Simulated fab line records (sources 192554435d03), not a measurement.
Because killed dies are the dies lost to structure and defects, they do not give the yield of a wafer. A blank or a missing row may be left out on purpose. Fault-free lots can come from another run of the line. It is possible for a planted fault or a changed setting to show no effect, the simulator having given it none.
Struck lot and sound lot, side by side | flow n5Finfet | 16 out of 1938 route steps
Sound: the wafers L934.2, L934.3, L934.5. Struck: wafer L940.5 (L940.1, L940.4, from the same lot, were not struck and are left out); the cause is given at the end.
Per side, at each step with rows, come the tool, then ch with its chambers, and then its first start. Under that, the readings that differ: sound wafers | struck wafers | difference of the means | sigmas: that difference in standard deviations of wafers without a fault.
alike: same words and numbers on both sides, and readings whose means sit less than 2 such deviations apart. not compared: any withheld reading, any reading some wafer has no value for, any bound like >300 that may hide the same value, and any number with overlapping values for which the record gives no deviation.
The two part at a step that has a row with sigmas, a row that says differs or no value, or rows on one side only. Numbers that have no deviation but don't overlap get no sigmas and don't part them. Lack of a reading on every wafer of one side parts them only where that side has two or more wafers.

N5_BEOL_M2_INSPECT_30: inspects for defects (brightfield).
  sound on defectInspect-02 at day 6 22:36; struck on defectInspect-02 at day 8 14:50
  alike: rawDefectCount
then, 2 steps without rows for these wafers: N5_BEOL_M2_DESCUM_33 (chemistry O2, time 7 s); N5_BEOL_M2_ETCH_77 (etches underlayer in N2/H2, target depth 6.5 nm, time 5.2 s).
N5_BEOL_M2_ETCH_69: etches SiARC in CF4, target depth 15.6 nm, time 26 s.
  sound on rieDiel-04 ch 0,1,2, day 6 22:41; struck on rieDiel-04 ch 2, day 8 14:55
  alike: drypumpMotorCurrentA, etchRfOnTimeS, oesProductAu, rfVppV, showerheadPlenumPTorr, throttleValvePct
  not compared: rfHoursCounterH
N5_BEOL_M2_ALD_98: deposits SiO2, target thk 2.5 nm, pulse time 1 s, co reactant pulse time 1 s.
  sound on aldSin-04 ch 0,2,3, day 6 22:59; struck on aldSin-02 ch 0, day 8 15:01
  alike: heaterPowerW, precursorPulseHeightRel
then, 1 step without rows for these wafers: N5_BEOL_M2_ETCHBACK_99 (etches SiO2 in CHF3, target depth 5 nm, time 10.4 s).
N5_BEOL_M2_ETCH_70: etches SOC in N2/H2, target depth 80 nm, overetch 24 nm, time 130 s.
  sound on rieDiel-02 ch 2,3, day 7 01:38; struck on rieDiel-04 ch 2, day 8 18:16
reading                  | sound       | struck | difference | sigmas
drypumpMotorCurrentA (A) | 6.5 5.6 6.5 | 5.3    | -0.9       | -2
  alike: n2FlowSccm, oesProductAu, rfVppV, showerheadPlenumPTorr, throttleValvePct
  not compared: rfHoursCounterH
then, 2 steps without rows for these wafers: N5_BEOL_M2_STRIP_71 (strips in N2/H2); N5_BEOL_M2_STRIP_78 (strips in N2/H2).
N5_BEOL_M2_VIA_ETCH_34: etches the open film in C4F6/O2, target depth 69.4 nm, time 65.9 s.
  sound on rieDiel-02 ch 2,3, day 7 01:45; struck on rieDiel-04 ch 2, day 8 18:22
reading                  | sound       | struck | difference | sigmas
drypumpMotorCurrentA (A) | 6.5 5.6 6.6 | 5.3    | -0.9       | -2
  alike: oes_o_777_au, oesProductAu, rfVppV, showerheadPlenumPTorr, throttleValvePct
  not compared: rfHoursCounterH
then, 2 steps without rows for these wafers: N5_BEOL_M2_STRIP_83 (strips in C4F6/O2); N5_BEOL_M2_STRIP_36 (strips in N2/H2).
N5_BEOL_M2_TRENCH_ETCH_37: etches SiOC in C4F6/O2, target depth 55.555 nm, time 29.2 s.
  sound on rieDiel-02 ch 2,3, day 7 01:51; struck on rieDiel-04 ch 2, day 8 18:28
reading                  | sound             | struck | difference | sigmas
drypumpMotorCurrentA (A) | 6.5 5.6 6.6       | 5.3    | -0.9       | -2
model.etch.depthNm (nm)  | 53.06 55.58 52.86 | 52.8   | -1.0       | 
  alike: oes_o_777_au, oesProductAu, rfVppV, showerheadPlenumPTorr, throttleValvePct
  not compared: rfHoursCounterH, model.BEOL_M2.featureDepthNm
N5_BEOL_M2_ETCH_41: etches SiCN in CH3F/O2, target depth 29.9 nm, time 52.5 s.
  sound on rieDiel-02 ch 2,3; struck on rieDiel-04 ch 2
reading                  | sound       | struck | difference | sigmas
drypumpMotorCurrentA (A) | 6.5 5.6 6.6 | 5.3    | -0.9       | -2
  alike: CH3F_flow_sccm, oesProductAu, rfVppV, showerheadPlenumPTorr, throttleValvePct
  not compared: rfHoursCounterH
N5_BEOL_M4_RC_MEAS_101:
  sound on prober-01 ch 0, day 8 06:49; struck on prober-01 ch 0, day 9 15:20
  alike: DIBL_N, DIBL_P, IOFF_N, IOFF_P, ION_N, ION_P, SS_N, SS_P, VT_N, VT_P
-- record jumps: 5 days separate the struck wafers' starts on either side; left off in module BEOL_M4, taken up again in module PASSIVATION, whose first shown step is the route's number 1936 --
N5_PASSIVATION_PROBE_49:
  the record has rows for the struck wafers here (prober-02, day 14 03:47) and none for the sound ones

WHERE THEY PART
At N5_BEOL_M2_ETCH_70 first; at N5_PASSIVATION_PROBE_49 last (within this record only).

WHY: what had been put in by the simulator
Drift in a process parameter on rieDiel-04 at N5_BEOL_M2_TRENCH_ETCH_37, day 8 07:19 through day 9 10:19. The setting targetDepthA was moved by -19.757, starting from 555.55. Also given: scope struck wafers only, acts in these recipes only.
